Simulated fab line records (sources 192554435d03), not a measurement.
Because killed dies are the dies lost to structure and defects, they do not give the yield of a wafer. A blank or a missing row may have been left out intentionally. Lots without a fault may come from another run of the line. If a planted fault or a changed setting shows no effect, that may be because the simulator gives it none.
Struck lot and sound lot, side by side -- flow n5_finfet -- 22 out of 1938 route steps
Sound: wafers L478.1, L478.3, L478.5. Struck: wafer L490.6. (L490.5 of the same lot was not struck and is left out.) The cause comes at the end.
For every step that has rows: the tool of each side, followed by ch and its chambers, followed by its first start. Under that, the readings that differ: sound wafers -- struck wafers -- difference of the means -- sigmas: that difference in standard deviations of wafers without a fault.
alike: words and numbers the same on both sides, and readings whose means are apart by under 2 such deviations; not compared: readings that were withheld, readings missing a value for some wafer, numbers with overlapping values and no deviation given by the record, and bounds like >300 which may hide the same value.
The two part at a step that has a row with sigmas, a row that says differs or no value, or rows on one side only. Numbers that have no deviation but don't overlap get no sigmas and don't part them. A reading that every wafer of one side lacks parts them only if that side has two wafers or more.

first, 3 steps without rows for these wafers: N5_PMOS_HMC_CHANNEL_EPI_EXPOSE_06 (exposes mask PMOS HMC BLK, target cd 240 nm); N5_PMOS_HMC_CHANNEL_EPI_PEB_07 (peb time 60 s); N5_PMOS_HMC_CHANNEL_EPI_DEVELOP_08 (develop time 30 s).
N5_PMOS_HMC_CHANNEL_EPI_CD_MEAS_09: the cd target is 237.4 nm.
  sound on cd_sem-01 ch 0, day 2 23:19; struck on cd_sem-01 ch 0, day 6 00:07
reading,sound,struck,difference,sigmas
cd_nm (nm),238.7 240.5 239.6,237.2,-2.4,-2
N5_PMOS_HMC_CHANNEL_EPI_OVL_MEAS_10:
  sound on overlay-02 ch 0, day 2 23:21; struck on overlay-01 ch 0, day 6 00:09
  alike: PMOS_HMC_BLK_OVL
N5_PMOS_HMC_CHANNEL_EPI_INSPECT_11: inspects for defects (macro).
  sound on defect_inspect-02 at day 2 23:22; struck on defect_inspect-01 at day 6 00:11
  alike: raw_defect_count
then, 1 step without rows for these wafers: N5_PMOS_HMC_CHANNEL_EPI_DESCUM_14 (chemistry O2, time 7.9 s).
N5_PMOS_HMC_CHANNEL_EPI_ETCH_32: etches BARC in N2/H2, stops on SiO2, target depth 85.8 nm, time 50.3 s.
  sound on rie_diel-03 ch 0,2,3, day 2 23:30; struck on rie_diel-03 ch 0, day 6 00:16
  alike: drypump_motor_current_A, oes_product_au, rf_fwd_power_W, rf_vpp_V, showerhead_plenum_p_Torr, throttle_valve_pct
  not compared: rf_hours_counter_h
N5_PMOS_HMC_CHANNEL_EPI_HM_OPEN_15: chemistry CHF3/O2, target SiO2, target depth 40.6 nm, time 20.3 s.
  sound on rie_diel-03 ch 0,2,3, day 2 23:33; struck on rie_diel-03 ch 0, day 6 00:19
reading,sound,struck,difference,sigmas
mfc_ar_sccm (sccm),199.5 200.1 199.8,201.2,+1.4,+2
  alike: drypump_motor_current_A, oes_ar_750_au, oes_product_au, rf_fwd_power_W, rf_vpp_V, showerhead_plenum_p_Torr, throttle_valve_pct
  not compared: rf_hours_counter_h
N5_PMOS_HMC_CHANNEL_EPI_STRIP_33: strips in N2/H2.
  sound on rie_diel-03 ch 0,2,3, day 2 23:36; struck on rie_diel-03 ch 0, day 6 00:22
reading,sound,struck,difference,sigmas
rf_vpp_V (V),53.5 57.3 54.0,51.0,-3.9,-2
  alike: drypump_motor_current_A, oes_product_au, showerhead_plenum_p_Torr, throttle_valve_pct
  not compared: rf_hours_counter_h
then, 1 step without rows for these wafers: N5_PMOS_HMC_CHANNEL_EPI_STRIP_17 (strips in SPM, time 750 s).
N5_PMOS_HMC_CHANNEL_EPI_ETCH_38: etches SiO2 in CF4, target depth 1.5 nm.
  sound on rie_si-05 ch 0,1,3, day 2 23:55; struck on rie_si-05 ch 0, day 6 00:40
  alike: drypump_motor_current_A, oes_product_au, rf_fwd_power_W, throttle_valve_pct
  not compared: rf_hours_counter_h
N5_PMOS_HMC_CHANNEL_EPI_FIN_RECESS_16: chemistry HBr/Cl2, target Si, target depth 54 nm, time 18 s.
  sound on rie_si-05 ch 0,1,3, day 2 23:56; struck on rie_si-05 ch 0, day 6 00:43
reading,sound,struck,difference,sigmas
model.PMOS_HMC_CHANNEL_EPI.feature_depth_nm (nm),55.58 54.26 54.71,60.2,+5.4,
model.etch.depth_nm (nm),55.58 54.26 54.71,60.2,+5.4,
  alike: drypump_motor_current_A, oes_product_au, rf_fwd_power_W, throttle_valve_pct
  not compared: rf_hours_counter_h
then, 6 steps without rows for these wafers: N5_PMOS_HMC_CHANNEL_EPI_PRECLEAN_36 (cleans in O3/DIW, time 45 s); N5_PMOS_HMC_CHANNEL_EPI_PRECLEAN_18 (cleans in DHF, time 30 s); N5_PMOS_HMC_CHANNEL_EPI_SRD_19 (time 30 s); N5_PMOS_HMC_CHANNEL_EPI_EPI_20 (deposits SiGe30, target thk 59 nm); N5_PMOS_HMC_CHANNEL_EPI_HM_STRIP_35 (strips SiO2 in dHF, material SiO2, target depth 39.6 nm, time 216 s); N5_PMOS_HMC_CHANNEL_EPI_SRD_39 (time 30 s).
N5_PMOS_HMC_CHANNEL_EPI_CMP_21: polishes SiGe30, target thk 54 nm.
  sound on cmp-04 ch 0,1,3, day 3 01:28; struck on cmp-01 ch 2, day 6 02:22
  alike: motor_current_A
N5_PMOS_HMC_CHANNEL_EPI_THK_MEAS_22:
  sound on film_metro-02 at day 3 01:44; struck on film_metro-02 at day 6 02:30
reading,sound,struck,difference,sigmas
HMC_CMP_THK (nm),55.7 54.3 54.8,58.3,+3.4,+4
then, 1 step without rows for these wafers: N5_PMOS_HMC_CHANNEL_EPI_PRECLEAN_40 (cleans in DHF, time 30 s).

## WHERE THEY PART
First at N5_PMOS_HMC_CHANNEL_EPI_CD_MEAS_09; last, within this record, at N5_PMOS_HMC_CHANNEL_EPI_THK_MEAS_22.

WHY: the cause the simulator had injected
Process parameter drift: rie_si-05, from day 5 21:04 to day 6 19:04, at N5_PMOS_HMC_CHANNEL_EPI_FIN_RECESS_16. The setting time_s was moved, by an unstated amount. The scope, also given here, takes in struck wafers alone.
